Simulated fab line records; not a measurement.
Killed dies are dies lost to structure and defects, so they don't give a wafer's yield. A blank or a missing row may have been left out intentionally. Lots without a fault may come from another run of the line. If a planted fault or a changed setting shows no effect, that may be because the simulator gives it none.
Matching of chambers ; flow nandHarc ; 4 sister chambers for NHARC_A_BLC_CMP_25 on cmp-03
The step polishes, t overpolish 30 s, target thk 150 nm. 8 wafers are shown with their chamber, then 7 later ones without.

## WAFERS, EACH WITH ITS CHAMBER
wafer;chamber;motorCurrentA (A);timeToEndpointS (s)
L196.3;2;12.1;28.3
L196.5;3;10.4;30.1
L201.1;1;12.2;30.5
L201.3;2;12.3;30.7
L205.2;3;11.1;32.7
L205.5;0;13.5;31.9
L203.2;1;11.8;29.0
L203.5;0;13.2;31.0

## WAFERS MISSING THEIR CHAMBER
wafer;motorCurrentA (A);timeToEndpointS (s)
L203.6;12.6;31.6
L204.1;12.1;23.6
L204.3;12.2;21.6
L204.6;12.8;24.6
L216.1;12.1;30.1
L216.3;10.8;33.9
L216.6;12.1;28.6

## WHICH CHAMBER EACH ONE RAN IN
wafer;from the rows above;in truth
L203.6;can't be placed: 2 or 1 or 0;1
L204.1;can't be placed: 2 or 1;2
L204.3;can't be placed: 2 or 1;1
L204.6;can't be placed: 2 or 1 or 0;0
L216.1;can't be placed: 1 or 2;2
L216.3;3;3
L216.6;can't be placed: 2 or 1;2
Placed correctly: 1 of 7. These rows do not allow placing 6 (true chamber among the candidates in 6). Number placed wrongly: 0.
How it was worked out, from the rows above alone: a wafer's distance from a chamber is the root of the sum, over the readings, of the square of ((its reading less the chamber's mean) divided by the reading's scatter). If the next closest chamber is less than 2 further off than the closest, the wafer can't be placed; otherwise it belongs to the closest. A chamber's mean is the mean of its shown wafers. The scatter: the root of (the sum of the squares of (reading less its chamber's mean) over the shown wafers, divided by (wafers less chambers)).
